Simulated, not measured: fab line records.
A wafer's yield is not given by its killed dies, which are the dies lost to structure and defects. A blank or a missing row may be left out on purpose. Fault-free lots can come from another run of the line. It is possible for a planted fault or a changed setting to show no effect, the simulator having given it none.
The tool behind it: which one? / flow n5-finfet / Sampling: 11 lots, 31 wafers, 5 of 1938 route steps

WHAT THE GAUGES SHOWED, per wafer
N5_PMOS_HMC_CHANNEL_EPI_CD_MEAS_09: target cd 237.4 nm.
lot=L994; measured=day 2 00:02; on=cd-sem-02; cd-nm (nm)=239.9 238.6 238.8
lot=L995; measured=day 2 05:01; on=cd-sem-03; cd-nm (nm)=238.8 237.9 238.0
lot=L996; measured=day 2 11:45; on=cd-sem-03; cd-nm (nm)=238.6 239.4 239.6
lot=L997; measured=day 2 17:16; on=cd-sem-01; cd-nm (nm)=237.9 238.5
lot=L102; measured=day 4 01:38; on=cd-sem-01; cd-nm (nm)=239.9 238.0 237.8
lot=L103; measured=day 4 05:20; on=cd-sem-03; cd-nm (nm)=238.6 237.7 237.9
lot=L104; measured=day 4 11:26; on=cd-sem-01; cd-nm (nm)=237.9 237.2 239.3
lot=L105; measured=day 4 17:02; on=cd-sem-03; cd-nm (nm)=239.3 238.6
lot=L106; measured=day 4 23:13; on=cd-sem-03; cd-nm (nm)=237.1 237.8 237.9
lot=L107; measured=day 5 05:52; on=cd-sem-03; cd-nm (nm)=240.1 237.7 238.3
lot=L116; measured=day 7 11:25; on=cd-sem-02; cd-nm (nm)=395.7 273.2 355.3

N5_FIN_SAQP_THK_MEAS_07.
lot=L994; measured=day 2 04:17; on=film-metro-02; thk-nm (nm)=60.9 60.0 60.7
lot=L995; measured=day 2 08:52; on=film-metro-01; thk-nm (nm)=58.3 59.0 60.4
lot=L996; measured=day 2 15:35; on=film-metro-01; thk-nm (nm)=60.4 60.7 61.7
lot=L997; measured=day 2 21:25; on=film-metro-01; thk-nm (nm)=60.0 60.9
lot=L102; measured=day 4 05:24; on=film-metro-01; thk-nm (nm)=60.7 60.0 61.1
lot=L103; measured=day 4 09:40; on=film-metro-02; thk-nm (nm)=60.3 60.4 60.5
lot=L104; measured=day 4 16:40; on=film-metro-01; thk-nm (nm)=59.2 61.0 60.2
lot=L105; measured=day 4 21:19; on=film-metro-01; thk-nm (nm)=60.5 61.0
lot=L106; measured=day 5 04:31; on=film-metro-02; thk-nm (nm)=60.0 61.6 60.3
lot=L107; measured=day 5 10:06; on=film-metro-01; thk-nm (nm)=57.9 60.6 60.6
lot=L116; measured=day 7 15:58; on=film-metro-02; thk-nm (nm)=59.7

TOOL THAT RAN EACH LOT (tool first, then ch and the chambers of the sampled wafers, then the start)
lot=L994; N5_PMOS_HMC_CHANNEL_EPI_HM_DEP_34=pecvd-02 ch 0,1, day 1 23:46; N5_PMOS_HMC_CHANNEL_EPI_EXPOSE_06=arfi-scanner-02 ch 0, day 1 23:55; N5_FIN_SAQP_PECVD_06=pecvd-03 ch 0,1, day 2 04:11
lot=L995; N5_PMOS_HMC_CHANNEL_EPI_HM_DEP_34=pecvd-01 ch 0,2, day 2 04:37; N5_PMOS_HMC_CHANNEL_EPI_EXPOSE_06=arfi-scanner-03 ch 0, day 2 04:53; N5_FIN_SAQP_PECVD_06=pecvd-03 ch 0,1, day 2 08:44
lot=L996; N5_PMOS_HMC_CHANNEL_EPI_HM_DEP_34=pecvd-04 ch 0,1,2, day 2 11:21; N5_PMOS_HMC_CHANNEL_EPI_EXPOSE_06=arfi-scanner-02 ch 0, day 2 11:38; N5_FIN_SAQP_PECVD_06=pecvd-04 ch 0,2, day 2 15:30
lot=L997; N5_PMOS_HMC_CHANNEL_EPI_HM_DEP_34=pecvd-02 ch 1,2, day 2 16:51; N5_PMOS_HMC_CHANNEL_EPI_EXPOSE_06=arfi-scanner-03 ch 0, day 2 17:08; N5_FIN_SAQP_PECVD_06=pecvd-01 ch 2, day 2 21:20
lot=L102; N5_PMOS_HMC_CHANNEL_EPI_HM_DEP_34=pecvd-02 ch 1,2, day 4 01:21; N5_PMOS_HMC_CHANNEL_EPI_EXPOSE_06=arfi-scanner-03 ch 0, day 4 01:31; N5_FIN_SAQP_PECVD_06=pecvd-01 ch 0,1, day 4 05:19
lot=L103; N5_PMOS_HMC_CHANNEL_EPI_HM_DEP_34=pecvd-02 ch 0,1,2, day 4 05:04; N5_PMOS_HMC_CHANNEL_EPI_EXPOSE_06=arfi-scanner-03 ch 0, day 4 05:13; N5_FIN_SAQP_PECVD_06=pecvd-01 ch 0,1,2, day 4 09:36
lot=L104; N5_PMOS_HMC_CHANNEL_EPI_HM_DEP_34=pecvd-04 ch 0,1,2, day 4 11:02; N5_PMOS_HMC_CHANNEL_EPI_EXPOSE_06=arfi-scanner-01 ch 0, day 4 11:19; N5_FIN_SAQP_PECVD_06=pecvd-01 ch 0,1,2, day 4 16:34
lot=L105; N5_PMOS_HMC_CHANNEL_EPI_HM_DEP_34=pecvd-02 ch 1, day 4 16:44; N5_PMOS_HMC_CHANNEL_EPI_EXPOSE_06=arfi-scanner-01 ch 0, day 4 16:55; N5_FIN_SAQP_PECVD_06=pecvd-01 ch 0,1, day 4 21:13
lot=L106; N5_PMOS_HMC_CHANNEL_EPI_HM_DEP_34=pecvd-04 ch 0,2, day 4 22:49; N5_PMOS_HMC_CHANNEL_EPI_EXPOSE_06=arfi-scanner-03 ch 0, day 4 23:07; N5_FIN_SAQP_PECVD_06=pecvd-01 ch 1,2, day 5 04:26
lot=L107; N5_PMOS_HMC_CHANNEL_EPI_HM_DEP_34=pecvd-01 ch 1,2, day 5 05:28; N5_PMOS_HMC_CHANNEL_EPI_EXPOSE_06=arfi-scanner-01 ch 0, day 5 05:44; N5_FIN_SAQP_PECVD_06=pecvd-03 ch 0,1,2, day 5 10:01
lot=L116; N5_PMOS_HMC_CHANNEL_EPI_HM_DEP_34=pecvd-02 ch 0,1, day 7 11:08; N5_PMOS_HMC_CHANNEL_EPI_EXPOSE_06=arfi-scanner-01 ch 0, day 7 11:18; N5_FIN_SAQP_PECVD_06=pecvd-04 ch 2, day 7 15:52
- N5_PMOS_HMC_CHANNEL_EPI_HM_DEP_34: deposits SiO2 from TEOS/O2, target thk 36 nm, time 6.9 s.
- N5_PMOS_HMC_CHANNEL_EPI_EXPOSE_06: exposes mask PMOS HMC BLK, target cd 240 nm.
- N5_FIN_SAQP_PECVD_06: deposits a-Si from SiH4/He, target thk 60 nm, time 48.1 s.

WHAT THE TOOLS THEMSELVES READ (means of the sampled wafers that have a number; where no wafer has one, the mark that the record gives instead)
N5_PMOS_HMC_CHANNEL_EPI_HM_DEP_34.
lot=L994; tool=pecvd-02; heater-power-w (W)=413; rf-fwd-power-W (W)=884; showerhead-plenum-p-Torr (Torr)=8.313; susceptor-temp-C (C)=399.86; throttle-valve-pct (%)=20.4
lot=L995; tool=pecvd-01; heater-power-w (W)=479; rf-fwd-power-W (W)=878; showerhead-plenum-p-Torr (Torr)=8.322; susceptor-temp-C (C)=400.10; throttle-valve-pct (%)=17.8
lot=L996; tool=pecvd-04; heater-power-w (W)=528; rf-fwd-power-W (W)=888; showerhead-plenum-p-Torr (Torr)=8.289; susceptor-temp-C (C)=399.93; throttle-valve-pct (%)=19.1
lot=L997; tool=pecvd-02; heater-power-w (W)=424; rf-fwd-power-W (W)=883; showerhead-plenum-p-Torr (Torr)=8.332; susceptor-temp-C (C)=399.88; throttle-valve-pct (%)=19.1
lot=L102; tool=pecvd-02; heater-power-w (W)=491; rf-fwd-power-W (W)=883; showerhead-plenum-p-Torr (Torr)=8.332; susceptor-temp-C (C)=400.04; throttle-valve-pct (%)=18.9
lot=L103; tool=pecvd-02; heater-power-w (W)=479; rf-fwd-power-W (W)=884; showerhead-plenum-p-Torr (Torr)=8.329; susceptor-temp-C (C)=399.91; throttle-valve-pct (%)=19.5
lot=L104; tool=pecvd-04; heater-power-w (W)=522; rf-fwd-power-W (W)=890; showerhead-plenum-p-Torr (Torr)=8.306; susceptor-temp-C (C)=400.06; throttle-valve-pct (%)=19.0
lot=L105; tool=pecvd-02; heater-power-w (W)=386; rf-fwd-power-W (W)=886; showerhead-plenum-p-Torr (Torr)=8.320; susceptor-temp-C (C)=400.03; throttle-valve-pct (%)=20.5
lot=L106; tool=pecvd-04; heater-power-w (W)=493; rf-fwd-power-W (W)=893; showerhead-plenum-p-Torr (Torr)=8.280; susceptor-temp-C (C)=400.08; throttle-valve-pct (%)=18.5
lot=L107; tool=pecvd-01; heater-power-w (W)=460; rf-fwd-power-W (W)=884; showerhead-plenum-p-Torr (Torr)=8.350; susceptor-temp-C (C)=399.94; throttle-valve-pct (%)=19.9
lot=L116; tool=pecvd-02; heater-power-w (W)=501; rf-fwd-power-W (W)=886; showerhead-plenum-p-Torr (Torr)=8.315; susceptor-temp-C (C)=399.69; throttle-valve-pct (%)=20.3

N5_PMOS_HMC_CHANNEL_EPI_EXPOSE_06.
lot=L994; tool=arfi-scanner-02; exposure-dose-mJ-cm2=41.02; stage-vel-mm-s (mm/s)=500.10
lot=L995; tool=arfi-scanner-03; exposure-dose-mJ-cm2=41.03; stage-vel-mm-s (mm/s)=499.84
lot=L996; tool=arfi-scanner-02; exposure-dose-mJ-cm2=40.95; stage-vel-mm-s (mm/s)=500.18
lot=L997; tool=arfi-scanner-03; exposure-dose-mJ-cm2=40.95; stage-vel-mm-s (mm/s)=500.06
lot=L102; tool=arfi-scanner-03; exposure-dose-mJ-cm2=41.01; stage-vel-mm-s (mm/s)=500.03
lot=L103; tool=arfi-scanner-03; exposure-dose-mJ-cm2=40.95; stage-vel-mm-s (mm/s)=499.98
lot=L104; tool=arfi-scanner-01; exposure-dose-mJ-cm2=40.98; stage-vel-mm-s (mm/s)=499.77
lot=L105; tool=arfi-scanner-01; exposure-dose-mJ-cm2=40.97; stage-vel-mm-s (mm/s)=499.86
lot=L106; tool=arfi-scanner-03; exposure-dose-mJ-cm2=40.95; stage-vel-mm-s (mm/s)=499.98
lot=L107; tool=arfi-scanner-01; exposure-dose-mJ-cm2=41.00; stage-vel-mm-s (mm/s)=500.10
lot=L116; tool=arfi-scanner-01; exposure-dose-mJ-cm2=36.89; stage-vel-mm-s (mm/s)=500.06

N5_FIN_SAQP_PECVD_06.
lot=L994; tool=pecvd-03; heater-power-w (W)=789; rf-fwd-power-W (W)=99.2; showerhead-plenum-p-Torr (Torr)=5.68; susceptor-temp-C (C)=399.94; throttle-valve-pct (%)=19.1
lot=L995; tool=pecvd-03; heater-power-w (W)=834; rf-fwd-power-W (W)=99.3; showerhead-plenum-p-Torr (Torr)=5.66; susceptor-temp-C (C)=400.03; throttle-valve-pct (%)=19.0
lot=L996; tool=pecvd-04; heater-power-w (W)=819; rf-fwd-power-W (W)=99.9; showerhead-plenum-p-Torr (Torr)=5.56; susceptor-temp-C (C)=400.06; throttle-valve-pct (%)=18.0
lot=L997; tool=pecvd-01; heater-power-w (W)=695; rf-fwd-power-W (W)=98.3; showerhead-plenum-p-Torr (Torr)=5.61; susceptor-temp-C (C)=399.60; throttle-valve-pct (%)=17.1
lot=L102; tool=pecvd-01; heater-power-w (W)=818; rf-fwd-power-W (W)=99.0; showerhead-plenum-p-Torr (Torr)=5.66; susceptor-temp-C (C)=400.08; throttle-valve-pct (%)=18.6
lot=L103; tool=pecvd-01; heater-power-w (W)=776; rf-fwd-power-W (W)=99.1; showerhead-plenum-p-Torr (Torr)=5.64; susceptor-temp-C (C)=400.16; throttle-valve-pct (%)=18.5
lot=L104; tool=pecvd-01; heater-power-w (W)=725; rf-fwd-power-W (W)=98.5; showerhead-plenum-p-Torr (Torr)=5.65; susceptor-temp-C (C)=400.13; throttle-valve-pct (%)=18.6
lot=L105; tool=pecvd-01; heater-power-w (W)=766; rf-fwd-power-W (W)=99.1; showerhead-plenum-p-Torr (Torr)=5.67; susceptor-temp-C (C)=400.11; throttle-valve-pct (%)=19.1
lot=L106; tool=pecvd-01; heater-power-w (W)=662; rf-fwd-power-W (W)=98.7; showerhead-plenum-p-Torr (Torr)=5.64; susceptor-temp-C (C)=399.96; throttle-valve-pct (%)=18.3
lot=L107; tool=pecvd-03; heater-power-w (W)=786; rf-fwd-power-W (W)=99.1; showerhead-plenum-p-Torr (Torr)=5.69; susceptor-temp-C (C)=400.01; throttle-valve-pct (%)=18.2
lot=L116; tool=pecvd-04; heater-power-w (W)=840; rf-fwd-power-W (W)=99.2; showerhead-plenum-p-Torr (Torr)=5.58; susceptor-temp-C (C)=399.93; throttle-valve-pct (%)=18.0

THE ANSWER, worked out from the rows above alone
Rule: what is usual is taken from the lots themselves. The widest of any qualifying gaps counts: lots, ordered by their means at a reading, are off when they make up no more than a third of the lots, leave a main group of 4 or more, and stand apart from it by 3 or more times the standard deviation of that group's means. A main group is skipped when, at the precision printed for the reading in the tables above, its means are all equal. A lot without any number at a reading at which 4 lots or more have one is off too. All remaining lots with rows at the step are treated as sound. The gauges are gone through in route order, then the tools' own readings, and for those a lot's mean is taken as printed above. At the first step where some lot is off, the reading lying furthest off is the one used; lots without a number count as furthest.
Off, at N5_PMOS_HMC_CHANNEL_EPI_CD_MEAS_09 on cd-nm: L116. The main group: mean 238.5 nm, standard deviation 0.49.
A tool fits if, at a process step before that reading, it ran every lot that is off, and no sound lot after the first of them. The gauges at N5_PMOS_HMC_CHANNEL_EPI_CD_MEAS_09 aren't tried: what is off there is off at N5_PMOS_HMC_CHANNEL_EPI_EXPOSE_06 too, on other tools, and a gauge's error can't cause that. Undecided on this evidence; 2 tools fit (pecvd-02 at N5_PMOS_HMC_CHANNEL_EPI_HM_DEP_34, arfi-scanner-01 at N5_PMOS_HMC_CHANNEL_EPI_EXPOSE_06).

WHAT HAD BEEN PUT IN BY THE SIMULATOR
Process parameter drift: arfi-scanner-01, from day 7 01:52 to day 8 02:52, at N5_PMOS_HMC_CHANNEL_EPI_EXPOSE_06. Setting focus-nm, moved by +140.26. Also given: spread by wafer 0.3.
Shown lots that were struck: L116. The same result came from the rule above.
